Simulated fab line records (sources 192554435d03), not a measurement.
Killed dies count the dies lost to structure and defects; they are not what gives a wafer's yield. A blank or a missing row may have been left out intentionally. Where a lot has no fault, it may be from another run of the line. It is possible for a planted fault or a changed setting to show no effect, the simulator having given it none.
Lot-split experiment ; flow n5 finfet ; 39 wafers read from 7 lots, route of 1938 steps

== ON THE SPLIT ==
At N5_FIN_CUT_CUT_ETCH_26 (etches SiNx in CH3F/O2, target depth 39 nm, time 55.7 s), the setting time s was moved away from the recipe's 55.7 s on 15 of the 39 wafers read, by -13.3% to +20.7%. All remaining wafers had this setting at the recipe value.

The reading comes from the split's own step.

== THE READING ==
SOC_of_FIN_CUT_COAT_18.thk nm (the simulator's own value, which no gauge read), in nm, at N5_FIN_CUT_CUT_ETCH_26 (etches SiNx in CH3F/O2, target depth 39 nm, time 55.7 s). The file does not state a usual value for it. The 24 wafers here that ran the recipe average 211.7 nm, standard deviation 0.8 nm.

wafer;tool, chamber at the split;time s as run, s;against the recipe;SOC_of_FIN_CUT_COAT_18.thk nm, nm;against lot-mates on the recipe
L075.2;rie diel-03, 2;55.7;recipe;211.8;-
L075.3;rie diel-03, 3;55.7;recipe;212;-
L075.5;rie diel-03, 3;55.7;recipe;211.6;-
L077.1;rie diel-02, 3;55.7;recipe;210.8;-
L077.2;rie diel-02, 2;55.7;recipe;211.2;-
L077.3;rie diel-02, 0;55.7;recipe;210.4;-
L077.4;rie diel-02, 0;67.22;+20.7%;206.4;-4.4
L077.5;rie diel-02, 2;67.22;+20.7%;207;-3.8
L077.6;rie diel-02, 3;67.22;+20.7%;207;-3.8
L080.1;rie diel-02, 0;55.7;recipe;210.2;-
L080.2;rie diel-02, 2;66.52;+19.4%;208;-3.1
L080.3;rie diel-02, 1;55.7;recipe;211.8;-
L080.4;rie diel-02, 3;66.52;+19.4%;208.6;-2.5
L080.5;rie diel-02, 3;55.7;recipe;211.4;-
L080.6;rie diel-02, 2;66.52;+19.4%;207.2;-3.9
L085.1;rie diel-02, 1;55.7;recipe;212.4;-
L085.2;rie diel-02, 0;55.7;recipe;212.6;-
L085.3;rie diel-02, 3;55.7;recipe;212.6;-
L085.4;rie diel-02, 2;64.42;+15.7%;209.2;-3.3
L085.5;rie diel-02, 3;64.42;+15.7%;209.4;-3.1
L085.6;rie diel-02, 0;64.42;+15.7%;208;-4.5
L090.1;rie diel-01, 0;55.7;recipe;212.6;-
L090.2;rie diel-01, 1;55.7;recipe;212.4;-
L090.3;rie diel-01, 2;55.7;recipe;212;-
L090.4;rie diel-01, 3;55.7;recipe;212.4;-
L090.5;rie diel-01, 0;55.7;recipe;213;-
L090.6;rie diel-01, 1;55.7;recipe;213.2;-
L096.1;rie diel-02, 1;55.7;recipe;211.6;-
L096.2;rie diel-02, 2;48.28;-13.3%;213.6;+2.5
L096.3;rie diel-02, 3;48.28;-13.3%;214.8;+3.7
L096.4;rie diel-02, 0;48.28;-13.3%;213.6;+2.5
L096.5;rie diel-02, 3;55.7;recipe;211.4;-
L096.6;rie diel-02, 0;55.7;recipe;210.4;-
L097.1;rie diel-03, 1;60;+7.7%;209.8;-1.5
L097.2;rie diel-03, 0;60;+7.7%;210.4;-0.9
L097.3;rie diel-03, 2;55.7;recipe;211.4;-
L097.4;rie diel-03, 2;55.7;recipe;211.2;-
L097.5;rie diel-03, 1;60;+7.7%;209.4;-1.9
L097.6;rie diel-03, 0;55.7;recipe;211.4;-

FIT RESULTS
A straight line over all 39 wafers: SOC_of_FIN_CUT_COAT_18.thk nm changes by -0.203 nm for each +1% of time s; r = -0.93; the points scatter about the line by 0.77 nm.
The same after taking each lot's own level away (the mean of its wafers on the recipe; 39 wafers): -0.197 nm for each +1%; r = -0.96; scatter 0.52 nm.
On that fit, the largest move of time s shifts the reading by 4.1 nm.
Across the lots, their own levels run from 210.80 to 212.60 nm, a range of 2.3 times the standard deviation given above.
The two slopes agree, so the slope changes little with the lot-to-lot level.
Check: for one of the wafers moved furthest among these (+20.7%), held out of the fit, the line's prediction against its lot-mates is -3.99 nm. Against them it came out at -4.4 nm.

== THE WHOLE CHAIN: every reading that the file lists as answering this split, in the file's order ==
step;what it does;reading;change (the file's fit);r (the file's)
N5_FIN_CUT_CUT_ETCH_26;etches SiNx in CH3F/O2, target depth 39 nm, time 55.7 s;etch.depth nm (the simulator's own value, which no gauge read);+0.394 nm for each +1% of the setting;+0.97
N5_FIN_CUT_CUT_ETCH_26;etches SiNx in CH3F/O2, target depth 39 nm, time 55.7 s;SOC_of_FIN_CUT_COAT_18.thk nm (the simulator's own value, which no gauge read);-0.196 nm for each +1% of the setting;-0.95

== THE FILE'S OWN FIT ==
SOC_of_FIN_CUT_COAT_18.thk nm changes by -0.196 nm for each +1% of time s, r = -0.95.
